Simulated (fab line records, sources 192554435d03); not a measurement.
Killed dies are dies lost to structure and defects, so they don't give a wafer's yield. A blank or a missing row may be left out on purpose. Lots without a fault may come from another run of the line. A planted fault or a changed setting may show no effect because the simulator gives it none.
Which tool did it? | flow n5_finfet | 9 lots, 27 wafers sampled, at 4 steps of a route of 1938

WHAT THE GAUGES READ, wafer by wafer
N5_SDB_CD_MEAS_11: target cd 50 nm.
lot  | measured    | on        | cd_nm (nm)
L940 | day 4 01:36 | cd_sem-01 | 50.7 49.1 51.3
L941 | day 4 07:28 | cd_sem-01 | 50.1 49.4 49.9
L946 | day 5 12:25 | cd_sem-03 | 50.5 50.6 50.3
L949 | day 6 05:49 | cd_sem-02 | 50.0 50.9 50.0
L955 | day 7 16:52 | cd_sem-02 | 41.5 42.1 41.4
L956 | day 8 01:14 | cd_sem-02 | 44.9 44.7 44.8
L959 | day 8 23:33 | cd_sem-02 | 52.5 50.5 51.6
L960 | day 9 05:19 | cd_sem-02 | 48.7 49.7 49.6
L961 | day 9 17:14 | cd_sem-03 | 50.1 50.2 50.0

WHICH TOOL RAN EACH LOT (tool, then ch and the chambers of the sampled wafers, then the start)
lot  | N5_SD_EPI_P_ETCH_37               | N5_SD_EPI_P_SD_RECESS_17        | N5_SDB_EXPOSE_08
L940 | rie_diel-02 ch 0,1,3, day 3 14:16 | rie_si-01 ch 0,1, day 3 14:52   | arfi_scanner-03 ch 0, day 4 01:29
L941 | rie_diel-03 ch 0,1,3, day 3 19:10 | rie_si-01 ch 0,2,3, day 3 19:45 | arfi_scanner-02 ch 0, day 4 07:20
L946 | rie_diel-03 ch 2,3, day 5 00:22   | rie_si-01 ch 0,1,3, day 5 00:57 | arfi_scanner-01 ch 0, day 5 12:17
L949 | rie_diel-02 ch 2,3, day 5 18:32   | rie_si-06 ch 1,2,3, day 5 19:07 | arfi_scanner-01 ch 0, day 6 05:42
L955 | rie_diel-03 ch 1,3, day 7 05:40   | rie_si-06 ch 2,3, day 7 06:16   | arfi_scanner-01 ch 0, day 7 16:45
L956 | rie_diel-02 ch 0,1, day 7 12:27   | rie_si-03 ch 0,1,3, day 7 13:02 | arfi_scanner-01 ch 0, day 8 01:07
L959 | rie_diel-02 ch 0,2,3, day 8 11:55 | rie_si-03 ch 0,2,3, day 8 12:31 | arfi_scanner-03 ch 0, day 8 23:25
L960 | rie_diel-02 ch 0,2,3, day 8 18:02 | rie_si-01 ch 0,1,2, day 8 18:37 | arfi_scanner-03 ch 0, day 9 05:13
L961 | rie_diel-02 ch 1,3, day 8 21:36   | rie_si-01 ch 1,2,3, day 8 22:12 | arfi_scanner-03 ch 0, day 9 17:07
- N5_SD_EPI_P_ETCH_37: etches SOC in N2/H2, overetch 108 nm, time 486 s.
- N5_SD_EPI_P_SD_RECESS_17: chemistry HBr/Cl2/O2, target depth 39.1 nm, bt time 3 s.
- N5_SDB_EXPOSE_08: exposes mask SDB.

THE ANSWER, worked out from the rows above alone
Rule: what is usual is taken from the lots themselves. Put in order of their means at a reading, lots are off if they are a third of the lots or fewer, leave a main group of 4 or more, and stand apart from it by a gap of 3 or more times the standard deviation of the main group's means; of several such gaps the widest counts. A main group whose means are all the same, to the digits that the tables above print for the reading, isn't used. A lot without any number at a reading at which 4 lots or more have one is off too. The other lots that the step has rows for count as sound.
Off: L955, L956, at N5_SDB_CD_MEAS_11 (cd_nm). The main group: mean 50.3 nm, standard deviation 0.63.
A tool fits if, at a process step before that reading, it ran every lot that is off, and no sound lot after the first of them. The gauges at N5_SDB_CD_MEAS_11 are tried like those tools. One fits: arfi_scanner-01 at N5_SDB_EXPOSE_08. Its last sound lot is L949 (day 6 05:42), its first lot that is off L955 (day 7 16:45): a fault that began between those two fits.

WHAT THE SIMULATOR HAD PUT IN
Process parameter drift: arfi_scanner-01, from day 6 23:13 on, at N5_SDB_EXPOSE_08. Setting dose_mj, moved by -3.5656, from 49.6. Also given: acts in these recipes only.
Lots struck among those shown: L955, L956. The rule above found the same.
